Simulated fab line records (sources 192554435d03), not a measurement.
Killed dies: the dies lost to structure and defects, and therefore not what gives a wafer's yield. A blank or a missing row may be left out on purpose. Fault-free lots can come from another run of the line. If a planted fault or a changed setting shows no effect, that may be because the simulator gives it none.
Comparing a struck lot with a sound one | flow n5 finfet | 16 steps out of a route of 1938
Sound: the wafers L748.1, L748.2, L748.4. Struck: wafer L753.3 (left out: L753.4, L753.5 of the same lot, which were not struck); the cause appears at the end.
Each step with rows lists, per side, the tool, then ch with its chambers, then its first start. Under that, the readings that differ: sound wafers | struck wafers | difference of the means | sigmas: that difference in standard deviations of wafers without a fault.
alike: readings with means less than 2 such deviations apart, plus words and numbers identical on both sides. not compared: withheld readings, readings lacking a value on some wafer, bounds such as >300 that could conceal the same value, and numbers that have no deviation in the record and whose values overlap.
The two part at a step that has a row with sigmas, a row that says differs or no value, or rows on one side only. Numbers that have no deviation but don't overlap get no sigmas and don't part them. A reading that every wafer of one side lacks parts them only if that side has two wafers or more.

first, 1 step without rows for these wafers: N5_MOL_CONTACT_COAG_DESCUM_88 (chemistry O2, time 7 s).
N5_MOL_CONTACT_COAG_ETCH_89: etches underlayer in N2/H2, target depth 13 nm, time 10.4 s.
  sound on rie diel-02 ch 0,1,3, day 6 19:52; struck on rie diel-06 ch 0, day 8 05:33
  reading                | sound    | struck | difference | sigmas
  rf hours counter h (h) | 6 42 107 | 216    | +164       |
  alike: bias w, drypump motor current A, etch rf on time s, oes product au, rf vpp V, showerhead plenum p Torr, throttle valve pct
N5_MOL_CONTACT_COAG_ETCH_90: etches SiARC in CF4, target depth 13 nm, time 21.7 s.
  sound on rie diel-02 ch 0,1,3, day 6 19:53; struck on rie diel-06 ch 0, day 8 05:34
  reading                | sound          | struck | difference | sigmas
  oes product au (a.u.)  | 0.86 0.73 0.67 | 0.60   | -0.15      | -2
  rf hours counter h (h) | 6 42 107       | 216    | +164       |
  alike: bias w, drypump motor current A, etch rf on time s, rf vpp V, showerhead plenum p Torr, throttle valve pct
then, 1 step without rows for these wafers: N5_MOL_CONTACT_COAG_ALD_131 (deposits SiO2, target thk 5 nm, pulse time 1 s, co reactant pulse time 1 s).
N5_MOL_CONTACT_COAG_ETCHBACK_132: etches SiO2 in CHF3, target depth 10 nm, time 6.7 s.
  sound on rie diel-02 ch 0,2,3, day 6 20:09; struck on rie diel-02 ch 1, day 8 05:55
  reading                     | sound             | struck | difference | sigmas
  bias w (W)                  | 170.7 169.7 171.1 | 169.2  | -1.3       | -3
  drypump motor current A (A) | 5.3 5.1 5.7       | 6.2    | +0.8       | +2
  rf hours counter h (h)      | 6 42 30           | 120    | +94        |
  alike: oes_ar_750_au, oes product au, rf vpp V, showerhead plenum p Torr, throttle valve pct
N5_MOL_CONTACT_COAG_ETCH_91: etches SOC in N2/H2, target depth 60 nm, overetch 21 nm, time 101.2 s.
  sound on rie diel-02 ch 0,2,3, day 6 20:11; struck on rie diel-02 ch 1, day 8 05:56
  reading                     | sound       | struck | difference | sigmas
  drypump motor current A (A) | 5.2 5.1 5.8 | 6.2    | +0.8       | +2
  rf hours counter h (h)      | 6 42 30     | 120    | +94        |
  alike: bias w, oes product au, rf vpp V, showerhead plenum p Torr, throttle valve pct
then, 6 steps without rows for these wafers: N5_MOL_CONTACT_COAG_STRIP_92 (strips in N2/H2); N5_MOL_CONTACT_COAG_STRIP_93 (strips in N2/H2); N5_MOL_CONTACT_COAG_ETCHBACK_135 (etches SiO2 in CHF3, target depth 25 nm, time 16.7 s); N5_MOL_CONTACT_COAG_STRIP_118 (strips in CHF3); N5_MOL_CONTACT_COAG_VIA_ETCH_46 (etches SiO2 in C4F6/O2, target depth 46 nm, overetch 9.2 nm, time 40 s); N5_MOL_CONTACT_COAG_STRIP_96 (strips in N2/H2).
N5_MOL_CONTACT_COAG_ETCH_47: etches SiNx in CH3F/O2, stops on W, target depth 27 nm.
  sound on rie diel-02 ch 0,2,3, day 6 20:25; struck on rie diel-02 ch 1, day 8 06:10
  reading                     | sound             | struck | difference | sigmas
  drypump motor current A (A) | 5.2 5.1 5.8       | 6.2    | +0.8       | +2
  etch rf on time s (s)       | 30.0 30.6 30.4    | 22.5   | -7.8       | -14
  rf hours counter h (h)      | 6 42 30           | 120    | +94        |
  model.etch.t clear s (s)    | 25.01 25.51 25.34 | 18.75  | -6.54      |
  model.etch.over etch s (s)  | 5.002 5.102 5.069 | 3.75   | -1.31      |
  alike: bias w, oes_ar_750_au, oes_o_777_au, oes product au, rf vpp V, showerhead plenum p Torr, throttle valve pct
N5_MOL_CONTACT_COAG_STRIP_119: strips in N2/H2, time 30 s.
  sound on plasma asher-01 ch 0,1, day 6 20:29; struck on plasma asher-02 ch 1, day 8 06:16
  alike: drypump motor current A, heater power w
  not compared: rf hours counter h
-- the record jumps here: 3 days lie between the struck wafers' starts before and after (it left off in module MOL_CONTACT_COAG and takes up again in module BEOL_M4, whose first step shown is number 1111 of the route) --
N5_BEOL_M4_RC_MEAS_101:
  sound on prober-02 ch 0, day 9 16:01; struck on prober-02 ch 0, day 10 22:56
  reading        | sound          | struck | difference | sigmas
  IOFF_P (nA/um) | 0.30 0.33 0.34 | 0.20   | -0.12      | -3
  VT_N (mV)      | 243 240 242    | 250    | +8         | +2
  VT_P (mV)      | -242 -242 -241 | -256   | -14        | -4
  alike: DIBL_N, DIBL_P, IOFF_N, ION_N, ION_P, SS_N, SS_P
N5_PASSIVATION_PROBE_49:
  rows exist in the record for the sound wafers here (prober-02, day 14 05:41), none for the struck ones

## WHERE THEY PART
Earliest at N5_MOL_CONTACT_COAG_ETCH_90; latest, in this record, at N5_PASSIVATION_PROBE_49.

WHY: what the simulator had put in
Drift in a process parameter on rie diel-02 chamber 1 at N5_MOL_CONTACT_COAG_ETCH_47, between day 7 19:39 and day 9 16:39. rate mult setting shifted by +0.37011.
